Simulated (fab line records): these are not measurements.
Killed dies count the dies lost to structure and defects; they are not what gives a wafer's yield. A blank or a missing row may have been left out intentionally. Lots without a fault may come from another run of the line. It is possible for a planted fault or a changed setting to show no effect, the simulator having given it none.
fab line records	flow nand_harc
record lots=24	wafers=72	last_day=24
route steps=1159 shown P_ZERO_WELL@18 P_STI@100 P_GATE@122 P_CONTACT@233
lots with no fault: from the same line, run without faults
start_h: the number of hours between the record's first day and the start of the first shown wafer of the lot	wait_h: hours since the lot's step before	" identical to the entry in the row above	L1.1+2: a row that stands for several wafers	- no value present, or no start provided	* or withheld: withheld	< > ~ a bound
route shown NAME@n: a module of which the file shows steps, and the number in the route of the first	usual: mean/standard deviation taken from wafers without a fault	same: alike in all rows	chamber/n: place in a boat	sites: the reading at each site	_std_site: the values' standard deviation	_edge_site: inner sites' mean taken away from outer sites' mean	radius_mm: for every site, how far away it sits from the centre of the wafer	mask NAME#n: copy n	behind: the most recent tool/chamber to have shaped the wafer	hold: cause of the lot's hold/its duration in hours/its outcome	device: the n, p or np transistor that did not switch	end of line: the route-end tests of the same wafers	for a step that has no rows: nothing shown but its recipe	killed: dies lost to structure and defects at the first sort, not the wafer's yield	map: shows each die of a wafer: x if killed, . if not, _ if none is there
set.NAME: the setting the step ran with; set.NAME@STEP: the setting that earlier step ran with	model.NAME: the simulator's own value behind a step, which no gauge read
a sample of lots followed through the steps of the route, with each step as a table and each wafer as a row
services: when a tool's chamber went out of use (start_h, in hours from the record's first day, below 0 if earlier), for how many hours, and the reason
## steps
# step NHARC_P_ZERO_WELL_ETCH_62
# recipe target_depth_a=130	time_s=6.5	chf3_flow_sccm=50	ar_flow_sccm=200	rf_w=500	bias_w=200	chemistry=CHF3/Ar
# usual drypump_motor_current_A=5.7/0.33	oes_product_au=0.958/0.017	rf_vpp_V=371.9/1.9	showerhead_plenum_p_Torr=2.40/0.084	throttle_valve_pct=20.217/0.0089
lot.wafer	tool	chamber	start_h	wait_h	drypump_motor_current_A	oes_product_au	rf_hours_counter_h	rf_vpp_V	showerhead_plenum_p_Torr	throttle_valve_pct
L074.2	rie_diel-07	3	-	-	5.4	0.946	6	369.7	2.23	20.220
L074.1	"	0	"	"	5.8	0.953	6	371.8	2.38	20.219
L074.6	"	2	"	"	5.4	0.963	-	375.9	2.53	20.218
L075.1	rie_diel-02	0	-	-	6.2	0.982	4	374.0	2.45	20.210
L075.3	"	1	"	"	5.7	0.989	4	371.1	2.39	20.210
L075.5	"	2	"	"	5.9	0.954	-	372.3	2.43	20.220
L076.3	rie_diel-07	2	-	-	5.4	0.957	6	374.8	2.53	20.205
L076.2	"	1	"	"	5.3	0.962	6	374.1	2.52	20.208
L076.5	"	2	"	"	5.4	0.971	-	374.6	2.53	20.209
L077.2	rie_diel-07	0	-	-	5.8	0.941	7	371.7	2.38	20.210
L077.4	"	1	"	"	5.2	0.952	6	373.2	2.52	20.222
L077.5	"	0	"	"	5.8	0.936	-	370.9	2.38	20.219
L078.2	rie_diel-02	3	-	-	5.7	0.956	5	370.1	2.34	20.200
L078.6	"	2	"	"	5.9	0.954	-	372.7	2.43	20.215
L078.5	"	3	"	"	5.7	0.965	-	370.7	2.34	20.217
L079.4	rie_diel-12	3	-	-	6.3	0.957	1	370.3	2.28	20.214
L079.3	"	2	"	"	5.8	0.953	1	374.1	2.51	20.210
L079.5	"	0	"	"	5.6	0.947	-	369.8	2.33	20.230
L080.1	rie_diel-12	0	-	-	5.6	0.952	1	369.6	2.33	20.214
L080.4	"	2	"	"	5.8	0.959	1	374.8	2.51	20.211
L080.5	"	0	"	"	5.6	0.954	-	370.3	2.33	20.201
L081.2	rie_diel-12	2	-	-	5.9	0.942	1	374.5	2.51	20.245
L081.4	"	3	"	"	6.3	0.986	1	369.9	2.28	20.211
L081.6	"	3	"	"	6.3	0.982	-	370.2	2.28	20.199
L082.4	rie_diel-02	3	-	-	5.7	0.948	8	371.5	2.34	20.221
L082.1	"	0	"	"	6.2	0.969	9	372.8	2.44	20.211
L082.6	"	3	"	"	5.7	0.954	-	370.6	2.34	20.222
L083.3	rie_diel-02	0	-	-	6.2	0.982	9	373.2	2.44	20.215
L083.6	"	3	"	"	5.7	0.945	-	369.8	2.34	20.201
L083.5	"	0	"	"	6.2	0.968	-	372.6	2.45	20.235
L084.2	rie_diel-12	3	-	-	6.3	0.952	2	371.5	2.28	20.229
L084.4	"	2	"	"	5.8	0.925	2	375.4	2.51	20.232
L084.5	"	0	"	"	5.6	0.954	-	370.1	2.33	20.211
L085.4	rie_diel-12	2	-	-	5.8	0.944	2	374.1	2.51	20.219
L085.3	"	3	"	"	6.3	0.956	3	369.6	2.28	20.219
L085.6	"	2	"	"	5.8	0.942	-	374.2	2.51	20.236
L086.4	rie_diel-02	2	-	-	5.9	0.959	8	371.6	2.43	20.218
L086.2	"	3	"	"	5.7	0.947	9	368.9	2.34	20.220
L086.5	"	1	"	"	5.6	0.947	-	371.6	2.39	20.219
L087.3	rie_diel-12	1	-	-	5.2	0.947	5	373.6	2.45	20.210
L087.1	"	2	"	"	5.8	0.942	4	373.6	2.51	20.224
L087.2	"	0	"	"	5.6	0.960	4	371.6	2.33	20.216
L088.2	rie_diel-07	2	-	-	5.4	0.975	3	374.4	2.53	20.208
L088.4	"	3	"	"	5.4	0.973	3	368.6	2.23	20.217
L088.5	"	0	"	"	5.8	0.971	-	370.3	2.38	20.215
L089.3	rie_diel-02	1	-	-	5.6	0.994	10	372.5	2.38	20.230
L089.4	"	2	"	"	5.9	0.972	9	371.4	2.43	20.222
L089.6	"	2	"	"	5.9	0.965	-	373.4	2.43	20.215
L090.4	rie_diel-07	2	-	-	5.4	0.922	3	374.5	2.53	20.214
L090.2	"	3	"	"	5.4	0.917	3	369.2	2.23	20.215
L090.6	"	0	"	"	5.8	0.915	-	371.5	2.38	20.221
L091.2	rie_diel-02	2	-	-	5.9	0.961	11	373.1	2.43	20.209
L091.1	"	1	"	"	5.6	0.999	12	372.0	2.38	20.225
L091.5	"	2	"	"	5.9	0.951	-	375.1	2.43	20.217
L092.1	rie_diel-12	3	-	-	6.3	0.986	6	369.4	2.28	20.212
L092.3	"	0	"	"	5.6	0.978	7	371.1	2.33	20.212
L092.4	"	2	"	"	5.9	0.956	7	374.7	2.50	20.226
L093.2	rie_diel-02	0	-	-	6.2	0.966	13	373.5	2.44	20.206
L093.4	"	3	"	"	5.7	0.952	-	370.3	2.34	20.215
L093.5	"	0	"	"	6.2	0.957	-	372.1	2.44	20.208
L094.4	rie_diel-02	2	-	-	5.9	0.921	12	374.3	2.43	20.235
L094.3	"	1	"	"	5.7	0.963	13	372.0	2.38	20.209
L094.5	"	2	"	"	5.9	0.922	-	371.1	2.43	20.214
L095.2	rie_diel-02	2	-	-	5.9	0.953	12	370.8	2.43	20.219
L095.6	"	0	"	"	6.3	0.970	-	373.6	2.44	20.208
L095.5	"	1	"	"	5.6	0.995	-	371.7	2.38	20.230
L096.3	rie_diel-07	0	-	-	5.8	0.961	5	373.1	2.38	20.205
L096.1	"	1	"	"	5.2	0.973	4	374.0	2.51	20.217
L096.5	"	0	"	"	5.8	0.956	-	372.0	2.38	20.218
L097.2	rie_diel-12	0	-	-	5.6	0.965	8	370.3	2.33	20.226
L097.1	"	3	"	"	6.3	0.979	8	369.3	2.28	20.213
L097.5	"	1	"	"	5.2	0.957	-	373.2	2.45	20.215
# step NHARC_P_STI_CMP_21
# recipe t_overpolish_s=20	target_thk_nm=380.67
# usual motor_current_A=12.3/1.2	overpolish_run_s=20.000/0.0089
lot.wafer	tool	chamber	start_h	wait_h	motor_current_A	overpolish_run_s
L074.1	cmp-03	3	53.50	0.4	12.8	19.998
L074.2	"	2	"	"	14.9	20.005
L074.6	"	3	"	"	12.9	19.993
L075.3	cmp-02	2	61.90	0.4	11.6	20.001
L075.1	"	1	"	"	12.9	20.000
L075.5	"	2	"	"	11.2	19.995
L077.4	cmp-03	0	70.11	0.4	9.8	19.995
L077.2	"	1	"	"	12.6	19.997
L077.5	"	0	"	"	9.6	19.987
L076.2	cmp-04	0	70.14	0.4	13.2	20.004
L076.3	"	2	"	"	11.5	20.008
L076.5	"	0	"	"	13.1	19.996
L079.4	cmp-02	1	86.36	0.4	12.9	19.991
L079.3	"	2	"	"	10.8	19.995
L079.5	"	1	"	"	12.8	20.001
L078.2	cmp-04	2	86.43	0.4	11.4	20.001
L078.6	"	3	"	"	12.4	19.992
L078.5	"	0	"	"	13.3	20.006
L081.2	cmp-03	0	98.16	0.4	10.0	19.988
L081.4	"	1	"	"	13.3	20.008
L081.6	"	1	"	"	13.4	19.996
L080.1	cmp-04	1	98.20	0.4	12.8	20.000
L080.4	"	2	"	"	11.8	19.999
L080.5	"	3	"	"	12.0	20.001
L082.1	cmp-03	2	104.33	0.4	14.7	19.999
L082.4	"	3	"	"	12.9	20.007
L082.6	"	2	"	"	14.0	19.994
L083.3	cmp-03	1	108.87	0.4	13.4	20.002
L083.6	"	1	"	"	13.1	19.989
L083.5	"	2	"	"	14.6	19.995
L084.4	cmp-02	2	113.53	0.4	12.2	19.992
L084.2	"	3	"	"	12.2	19.990
L084.5	"	0	"	"	12.3	20.017
L085.4	cmp-02	0	120.04	0.4	12.7	19.989
L085.3	"	1	"	"	12.9	19.994
L085.6	"	2	"	"	12.4	19.978
L086.4	cmp-02	1	134.68	0.4	12.4	19.999
L086.2	"	3	"	"	12.1	20.003
L086.5	"	1	"	"	12.4	20.015
L087.1	cmp-04	2	134.68	0.4	11.4	19.996
L087.2	"	3	"	"	11.9	20.004
L087.3	"	1	"	"	12.0	20.002
L088.2	cmp-04	2	140.82	0.4	11.6	20.000
L088.4	"	3	"	"	13.1	19.999
L088.5	"	2	"	"	10.9	19.980
L089.3	cmp-04	3	149.03	0.4	11.8	20.005
L089.4	"	1	"	"	13.1	19.991
L089.6	"	2	"	"	11.4	19.974
L091.2	cmp-04	0	157.68	0.4	13.2	19.996
L091.1	"	1	"	"	12.7	20.012
L091.5	"	1	"	"	12.3	19.981
L090.2	cmp-02	2	157.70	0.4	11.9	20.006
L090.4	"	0	"	"	12.0	19.989
L090.6	"	2	"	"	11.6	20.005
L092.4	cmp-04	0	164.05	0.4	13.0	20.000
L092.3	"	1	"	"	12.6	19.990
L092.1	"	3	"	"	12.4	20.015
L093.2	cmp-03	3	169.83	0.4	12.0	19.999
L093.4	"	0	"	"	9.5	20.005
L093.5	"	1	"	"	12.9	20.007
L094.3	cmp-03	3	182.81	0.4	12.1	20.008
L094.4	"	1	"	"	12.9	20.002
L094.5	"	3	"	"	13.0	19.991
L095.2	cmp-02	1	182.83	0.4	12.6	20.007
L095.6	"	1	"	"	12.6	19.997
L095.5	"	2	"	"	11.5	19.999
L096.1	cmp-03	1	187.36	0.4	13.1	20.008
L096.3	"	3	"	"	12.9	19.996
L096.5	"	1	"	"	12.6	19.994
L097.2	cmp-04	1	194.00	0.4	12.0	19.991
L097.1	"	2	"	"	11.7	20.012
L097.5	"	0	"	"	13.0	19.990
# step NHARC_P_GATE_CD_MEAS_11
# recipe target_cd_nm=1640	landing_energy_ev=500
# usual cd_nm=1640.6/1.7
# same landing_energy_ev=500
lot.wafer	tool	chamber	start_h	wait_h	cd_nm
L074.1	cd_sem-01	0	73.89	-	1642.0
L074.2	"	0	"	"	1640.6
L074.6	"	0	"	"	1640.6
L075.1	cd_sem-01	0	85.31	-	1638.5
L075.3	"	0	"	"	1640.5
L075.5	"	0	"	"	1641.6
L077.2	cd_sem-01	0	90.08	-	1640.9
L077.4	"	0	"	"	1640.8
L077.5	"	0	"	"	1641.4
L076.2	cd_sem-03	0	90.24	-	1639.4
L076.3	"	0	"	"	1641.5
L076.5	"	0	"	"	1642.0
L079.3	cd_sem-02	0	102.81	-	1644.9
L079.4	"	0	"	"	1643.8
L079.5	"	0	"	"	1641.6
L078.2	cd_sem-03	0	102.97	-	1639.8
L078.5	"	0	"	"	1641.3
L078.6	"	0	"	"	1637.4
L081.2	cd_sem-03	0	114.82	-	1640.6
L081.4	"	0	"	"	1640.3
L081.6	"	0	"	"	1640.6
L080.1	cd_sem-01	0	114.85	-	1639.7
L080.4	"	0	"	"	1643.5
L080.5	"	0	"	"	1639.8
L082.1	cd_sem-01	0	122.32	-	1640.7
L082.4	"	0	"	"	1639.6
L082.6	"	0	"	"	1641.3
L083.3	cd_sem-02	0	122.50	-	1639.6
L083.5	"	0	"	"	1641.1
L083.6	"	0	"	"	1640.3
L084.2	cd_sem-02	0	130.42	-	1638.5
L084.4	"	0	"	"	1642.5
L084.5	"	0	"	"	1641.9
L085.3	cd_sem-02	0	138.20	-	1640.7
L085.4	"	0	"	"	1641.5
L085.6	"	0	"	"	1639.6
L086.2	cd_sem-02	0	152.67	-	1640.9
L086.4	"	0	"	"	1642.1
L086.5	"	0	"	"	1639.6
L087.1	cd_sem-03	0	152.83	-	1641.7
L087.2	"	0	"	"	1642.3
L087.3	"	0	"	"	1637.0
L089.3	cd_sem-02	0	163.35	-	1639.3
L089.4	"	0	"	"	1640.7
L089.6	"	0	"	"	1641.6
L088.2	cd_sem-02	0	163.51	-	1641.3
L088.4	"	0	"	"	1640.2
L088.5	"	0	"	"	1641.0
L091.1	cd_sem-03	0	175.86	-	1642.7
L091.2	"	0	"	"	1643.1
L091.5	"	0	"	"	1640.7
L090.2	cd_sem-01	0	176.02	-	1639.9
L090.4	"	0	"	"	1643.8
L090.6	"	0	"	"	1640.8
L092.1	cd_sem-03	0	182.13	-	1642.5
L092.3	"	0	"	"	1636.6
L092.4	"	0	"	"	1639.3
L093.2	cd_sem-03	0	189.79	-	1641.9
L093.4	"	0	"	"	1639.0
L093.5	"	0	"	"	1639.6
L095.2	cd_sem-02	0	201.47	-	1639.6
L095.5	"	0	"	"	1639.0
L095.6	"	0	"	"	1640.2
L094.3	cd_sem-03	0	201.51	-	1641.8
L094.4	"	0	"	"	1643.2
L094.5	"	0	"	"	1641.3
L096.1	cd_sem-02	0	201.67	-	1638.7
L096.3	"	0	"	"	1636.5
L096.5	"	0	"	"	1638.6
L097.1	cd_sem-01	0	213.09	-	1641.2
L097.2	"	0	"	"	1638.6
L097.5	"	0	"	"	1640.6
# step NHARC_P_GATE_RTA_82
# recipe temp_c=450	time_s=30
# usual lamp_power_pct=4.3/0.31	wafer_temp_C_max=451.9/0.45
lot.wafer	tool	chamber	start_h	wait_h	lamp_power_pct	wafer_temp_C_max
L074.1	rtp_anneal-02	0	112.49	-	4.6	452.3
L074.2	"	0	"	"	4.6	451.9
L074.6	"	0	"	"	4.6	451.5
L075.1	rtp_anneal-01	0	119.19	-	4.0	452.3
L075.3	"	0	"	"	4.0	452.1
L075.5	"	0	"	"	4.0	452.4
L077.2	rtp_anneal-01	0	122.20	-	4.0	452.1
L077.4	"	0	"	"	4.0	453.1
L077.5	"	0	"	"	4.0	452.3
L076.2	rtp_anneal-02	0	125.38	-	4.6	452.3
L076.3	"	0	"	"	4.6	451.6
L076.5	"	0	"	"	4.6	452.0
L078.2	rtp_anneal-01	0	134.96	-	4.0	451.8
L078.5	"	0	"	"	4.0	453.0
L078.6	"	0	"	"	4.0	452.2
L079.3	rtp_anneal-02	0	135.23	-	4.6	451.8
L079.4	"	0	"	"	4.6	452.0
L079.5	"	0	"	"	4.6	451.8
L081.2	rtp_anneal-02	0	152.25	-	4.6	451.6
L081.4	"	0	"	"	4.6	451.8
L081.6	"	0	"	"	4.6	451.4
L080.1	rtp_anneal-01	0	152.85	-	4.0	451.8
L080.4	"	0	"	"	4.0	452.3
L080.5	"	0	"	"	4.0	452.6
L083.3	rtp_anneal-01	0	159.86	-	4.0	452.1
L083.5	"	0	"	"	4.0	452.4
L083.6	"	0	"	"	4.0	452.3
L082.1	rtp_anneal-01	0	161.22	-	4.0	452.3
L082.4	"	0	"	"	4.0	453.3
L082.6	"	0	"	"	4.0	451.6
L084.2	rtp_anneal-02	0	164.53	-	4.6	451.3
L084.4	"	0	"	"	4.6	451.8
L084.5	"	0	"	"	4.6	451.0
L085.3	rtp_anneal-02	0	172.57	-	4.6	451.8
L085.4	"	0	"	"	4.6	452.3
L085.6	"	0	"	"	4.6	451.4
L086.2	rtp_anneal-01	0	188.03	-	4.0	451.9
L086.4	"	0	"	"	4.0	451.6
L086.5	"	0	"	"	4.0	451.5
L087.1	rtp_anneal-01	0	189.51	-	4.0	452.0
L087.2	"	0	"	"	4.0	451.7
L087.3	"	0	"	"	4.0	452.4
L088.2	rtp_anneal-02	0	200.77	-	4.6	452.4
L088.4	"	0	"	"	4.6	452.0
L088.5	"	0	"	"	4.6	451.4
L089.3	rtp_anneal-02	0	201.44	-	4.6	451.2
L089.4	"	0	"	"	4.6	451.5
L089.6	"	0	"	"	4.6	451.2
L091.1	rtp_anneal-02	0	209.90	-	4.6	451.2
L091.2	"	0	"	"	4.6	451.5
L091.5	"	0	"	"	4.6	451.5
L090.2	rtp_anneal-01	0	210.66	-	4.0	452.4
L090.4	"	0	"	"	4.0	451.7
L090.6	"	0	"	"	4.0	451.5
L092.1	rtp_anneal-01	0	216.90	-	4.0	452.5
L092.3	"	0	"	"	4.0	452.1
L092.4	"	0	"	"	4.0	451.9
L093.2	rtp_anneal-02	0	225.20	-	4.6	451.6
L093.4	"	0	"	"	4.6	451.5
L093.5	"	0	"	"	4.6	451.5
L095.2	rtp_anneal-02	0	234.41	-	4.6	451.6
L095.5	"	0	"	"	4.6	452.7
L095.6	"	0	"	"	4.6	451.6
L096.1	rtp_anneal-02	0	235.18	-	4.6	451.6
L096.3	"	0	"	"	4.6	452.4
L096.5	"	0	"	"	4.6	451.6
L094.3	rtp_anneal-01	0	237.39	-	4.0	451.9
L094.4	"	0	"	"	4.0	452.4
L094.5	"	0	"	"	4.0	451.7
L097.1	rtp_anneal-02	0	246.54	-	4.6	451.8
L097.2	"	0	"	"	4.6	451.6
L097.5	"	0	"	"	4.6	451.5
# step NHARC_P_CONTACT_OVL_MEAS_13
# usual overlay_x_nm=0.0/0.7	overlay_y_nm=-0.1/0.71
lot.wafer	tool	chamber	start_h	wait_h	overlay_x_nm	overlay_y_nm
L074.1	overlay-01	-	114.41	-	0.3	-0.1
L074.2	"	-	"	"	0.5	0.5
L074.6	"	-	"	"	-0.4	0.5
L075.1	overlay-01	-	121.05	-	-1.2	0.5
L075.3	"	-	"	"	-0.9	0.2
L075.5	"	-	"	"	-0.8	0.7
L077.2	overlay-01	-	124.08	-	1.7	0.9
L077.4	"	-	"	"	1.6	0.1
L077.5	"	-	"	"	1.7	0.4
L076.2	overlay-01	-	127.25	-	-0.2	-1.6
L076.3	"	-	"	"	-0.7	-1.5
L076.5	"	-	"	"	0.2	-2.0
L078.2	overlay-02	-	136.82	-	-0.8	0.3
L078.5	"	-	"	"	-0.2	0.2
L078.6	"	-	"	"	-0.7	0.5
L079.3	overlay-02	-	137.20	-	0.7	0.2
L079.4	"	-	"	"	0.7	0.5
L079.5	"	-	"	"	0.5	0.3
L081.2	overlay-01	-	153.99	-	0.6	0.8
L081.4	"	-	"	"	1.0	1.2
L081.6	"	-	"	"	0.5	0.5
L080.1	overlay-02	-	154.63	-	0.3	-1.0
L080.4	"	-	"	"	1.6	-0.8
L080.5	"	-	"	"	0.9	-0.4
L083.3	overlay-01	-	161.70	-	-0.4	-0.9
L083.5	"	-	"	"	-0.4	-0.3
L083.6	"	-	"	"	-0.4	-0.6
L082.1	overlay-02	-	163.00	-	0.0	-0.6
L082.4	"	-	"	"	-0.4	-0.2
L082.6	"	-	"	"	-0.5	-0.7
L084.2	overlay-01	-	166.27	-	-0.7	0.2
L084.4	"	-	"	"	-0.9	-0.5
L084.5	"	-	"	"	-0.5	-0.4
L085.3	overlay-02	-	174.41	-	0.1	-0.5
L085.4	"	-	"	"	-0.6	-1.4
L085.6	"	-	"	"	0.1	-0.8
L086.2	overlay-01	-	189.90	-	-0.5	0.2
L086.4	"	-	"	"	0.2	0.0
L086.5	"	-	"	"	0.1	-0.1
L087.1	overlay-02	-	191.41	-	-0.7	0.0
L087.2	"	-	"	"	0.0	-0.9
L087.3	"	-	"	"	-0.2	-0.1
L088.2	overlay-02	-	204.12	-	-0.1	0.4
L088.4	"	-	"	"	0.3	0.7
L088.5	"	-	"	"	0.1	0.2
L089.3	overlay-01	-	204.28	-	-1.1	-0.3
L089.4	"	-	"	"	0.0	-0.8
L089.6	"	-	"	"	-0.7	-0.4
L091.1	overlay-01	-	211.80	-	1.0	1.2
L091.2	"	-	"	"	0.7	0.9
L091.5	"	-	"	"	0.6	0.6
L090.2	overlay-02	-	212.53	-	0.5	0.0
L090.4	"	-	"	"	0.1	-0.3
L090.6	"	-	"	"	0.1	-0.3
L092.1	overlay-02	-	218.67	-	0.1	-0.6
L092.3	"	-	"	"	0.5	-0.5
L092.4	"	-	"	"	-0.1	-0.8
L093.2	overlay-01	-	227.28	-	-0.5	-0.1
L093.4	"	-	"	"	-0.8	0.4
L093.5	"	-	"	"	-0.5	-0.3
L095.2	overlay-02	-	236.30	-	0.4	0.3
L095.5	"	-	"	"	0.0	0.3
L095.6	"	-	"	"	-0.1	0.1
L096.1	overlay-01	-	236.95	-	0.6	0.5
L096.3	"	-	"	"	0.9	0.5
L096.5	"	-	"	"	0.6	0.1
L094.3	overlay-01	-	239.22	-	0.7	1.8
L094.4	"	-	"	"	0.1	1.3
L094.5	"	-	"	"	-0.5	0.9
L097.1	overlay-02	-	248.31	-	-1.2	-0.6
L097.2	"	-	"	"	-0.9	-1.1
L097.5	"	-	"	"	-0.5	-0.2
# step NHARC_P_CONTACT_ETCH_36
# recipe target_depth_a=2600	over_etch_frac=0.25	time_s=406.25	ion_energy_ev=200	n2_flow_sccm=150	h2_flow_sccm=150	ar_flow_sccm=0	rf_w=400	bias_w=150	chemistry=N2/H2
# usual drypump_motor_current_A=5.7/0.32	oes_product_au=1.002/0.0093	rf_vpp_V=430.1/2.5	showerhead_plenum_p_Torr=2.02/0.082	throttle_valve_pct=14.171/0.0082
# same over_etch_frac=0.25
lot.wafer	tool	chamber	start_h	wait_h	drypump_motor_current_A	oes_product_au	rf_hours_counter_h	rf_vpp_V	showerhead_plenum_p_Torr	throttle_valve_pct
L074.2	rie_diel-11	1	-	-	6.1	1.016	8	429.9	2.00	14.164
L074.1	"	2	"	"	5.6	1.013	8	431.9	2.04	14.177
L074.6	"	0	"	"	5.5	1.021	-	426.5	1.92	14.152
L075.3	rie_diel-04	2	-	-	5.7	1.006	0	432.7	2.11	14.163
L075.1	"	3	"	"	6.2	1.008	0	427.6	1.90	14.165
L075.5	"	0	"	"	5.7	1.007	-	429.9	2.01	14.179
L077.2	rie_diel-11	3	-	-	5.7	1.012	10	427.7	1.94	14.163
L077.4	"	2	"	"	5.6	1.015	9	429.8	2.04	14.169
L077.5	"	0	"	"	5.5	1.016	-	428.2	1.92	14.171
L076.2	rie_diel-11	1	-	-	6.1	1.006	9	429.9	2.00	14.172
L076.3	"	3	"	"	5.7	1.011	10	427.2	1.94	14.177
L076.5	"	2	"	"	5.6	1.003	-	431.0	2.04	14.173
L078.2	rie_diel-08	1	-	-	5.8	1.001	0	436.0	2.19	14.160
L078.5	"	0	"	"	5.7	0.990	-	430.0	2.01	14.174
L078.6	"	1	"	"	5.8	0.994	-	435.4	2.19	14.163
L079.3	rie_diel-11	2	-	-	5.6	1.001	11	429.9	2.03	14.180
L079.4	"	3	"	"	5.6	1.011	11	427.9	1.94	14.156
L079.5	"	2	"	"	5.6	1.013	-	428.9	2.03	14.174
L081.2	rie_diel-08	1	-	-	5.8	1.006	2	436.0	2.18	14.176
L081.4	"	2	"	"	5.1	1.005	2	433.2	2.12	14.168
L081.6	"	0	"	"	5.7	0.998	-	430.0	2.01	14.177
L080.4	rie_diel-11	0	-	-	5.5	1.011	12	427.7	1.92	14.164
L080.1	"	2	"	"	5.6	1.015	13	430.5	2.03	14.171
L080.5	"	1	"	"	6.1	1.013	-	430.8	2.00	14.164
L083.3	rie_diel-11	3	-	-	5.6	1.010	15	428.2	1.94	14.162
L083.6	"	0	"	"	5.5	1.012	-	428.2	1.92	14.182
L083.5	"	1	"	"	6.1	1.008	-	429.0	2.00	14.181
L082.1	rie_diel-08	2	-	-	5.2	1.006	2	433.0	2.12	14.175
L082.4	"	3	"	"	6.2	1.000	3	430.1	2.00	14.182
L082.6	"	0	"	"	5.7	0.993	-	429.1	2.01	14.163
L084.2	rie_diel-11	2	-	-	5.6	1.015	15	429.2	2.03	14.180
L084.4	"	3	"	"	5.6	1.022	16	427.5	1.94	14.172
L084.5	"	1	"	"	6.1	1.012	-	428.1	2.00	14.166
L085.4	rie_diel-11	1	-	-	6.1	1.013	16	430.4	2.00	14.170
L085.3	"	2	"	"	5.6	1.001	16	429.8	2.03	14.153
L085.6	"	2	"	"	5.6	0.999	-	431.7	2.03	14.167
L086.2	rie_diel-08	2	-	-	5.1	1.003	5	431.9	2.12	14.168
L086.4	"	3	"	"	6.2	0.986	5	429.5	2.00	14.166
L086.5	"	1	"	"	5.8	0.991	-	434.2	2.18	14.173
L087.3	rie_diel-08	0	-	-	5.7	0.997	6	428.9	2.01	14.158
L087.1	"	1	"	"	5.8	1.001	6	434.2	2.18	14.176
L087.2	"	3	"	"	6.2	0.995	6	428.9	2.00	14.174
L088.4	rie_diel-08	3	-	-	6.2	0.996	7	429.9	2.00	14.173
L088.2	"	0	"	"	5.7	0.984	7	430.2	2.01	14.161
L088.5	"	2	"	"	5.2	1.000	-	431.8	2.12	14.166
L089.4	rie_diel-11	1	-	-	6.1	0.991	1	428.3	2.00	14.189
L089.3	"	2	"	"	5.6	1.011	1	430.2	2.03	14.151
L089.6	"	2	"	"	5.6	1.016	-	429.5	2.03	14.159
L091.2	rie_diel-11	0	-	-	5.5	0.993	1	426.1	1.92	14.179
L091.1	"	2	"	"	5.6	0.988	2	431.6	2.03	14.172
L091.5	"	1	"	"	6.1	0.994	-	429.5	2.00	14.173
L090.4	rie_diel-08	2	-	-	5.1	1.001	7	432.4	2.12	14.164
L090.2	"	1	"	"	5.8	0.992	8	435.4	2.18	14.172
L090.6	"	3	"	"	6.3	0.985	-	429.9	2.00	14.169
L092.1	rie_diel-08	2	-	-	5.2	0.997	8	434.1	2.12	14.176
L092.3	"	3	"	"	6.3	0.997	8	428.3	2.00	14.172
L092.4	"	0	"	"	5.7	0.989	9	428.3	2.01	14.174
L093.4	rie_diel-08	2	-	-	5.2	0.994	9	433.3	2.12	14.163
L093.2	"	0	"	"	5.7	0.992	10	430.0	2.01	14.177
L093.5	"	1	"	"	5.8	0.999	-	434.3	2.18	14.176
L095.2	rie_diel-11	0	-	-	5.5	1.008	4	426.7	1.92	14.184
L095.5	"	2	"	"	5.6	1.003	-	430.3	2.03	14.167
L095.6	"	3	"	"	5.7	0.989	-	428.6	1.94	14.176
L096.3	rie_diel-08	1	-	-	5.8	0.994	10	433.9	2.18	14.178
L096.1	"	3	"	"	6.2	0.997	11	428.9	2.00	14.167
L096.5	"	1	"	"	5.8	0.996	-	434.3	2.18	14.173
L094.3	rie_diel-11	1	-	-	6.1	1.001	4	431.1	2.00	14.173
L094.4	"	3	"	"	5.7	0.995	4	428.3	1.94	14.179
L094.5	"	1	"	"	6.1	0.996	-	428.7	2.00	14.166
L097.1	rie_diel-11	0	-	-	5.4	0.998	6	427.5	1.92	14.179
L097.2	"	1	"	"	6.1	0.990	6	430.0	2.00	14.177
L097.5	"	0	"	"	5.5	0.998	-	426.8	1.92	14.165
## services
tool	chamber	start_h	hours	kind
cmp-03	-	5.58	0.3	repair
rie_diel-12	3	6.51	14.6	repair
cmp-04	-	7.00	4.0	pm
rie_diel-11	-	12.50	9.0	pm
rie_diel-08	-	16.04	0.4	repair
cmp-04	-	35.43	5.7	repair
rie_diel-08	3	50.16	6.6	repair
rie_diel-08	-	59.35	0.9	repair
cmp-04	-	64.07	2.9	repair
rie_diel-11	0	100.31	6.5	repair
cmp-04	-	105.00	4.0	pm
rie_diel-08	0	110.29	4.6	repair
rie_diel-08	-	124.80	9.0	pm
rie_diel-02	2	125.84	5.7	repair
cmp-04	-	130.34	2.7	repair
rie_diel-11	0	138.16	2.9	repair
rie_diel-02	-	150.70	9.0	pm
rie_diel-11	-	189.63	9.0	pm
cmp-04	-	203.06	4.0	pm
rie_diel-08	0	215.45	2.0	repair
cmp-04	-	218.40	6.5	repair
rie_diel-08	1	224.33	3.2	repair
cmp-04	-	227.14	1.3	repair
cmp-04	-	244.28	1.0	repair
## key
fault none
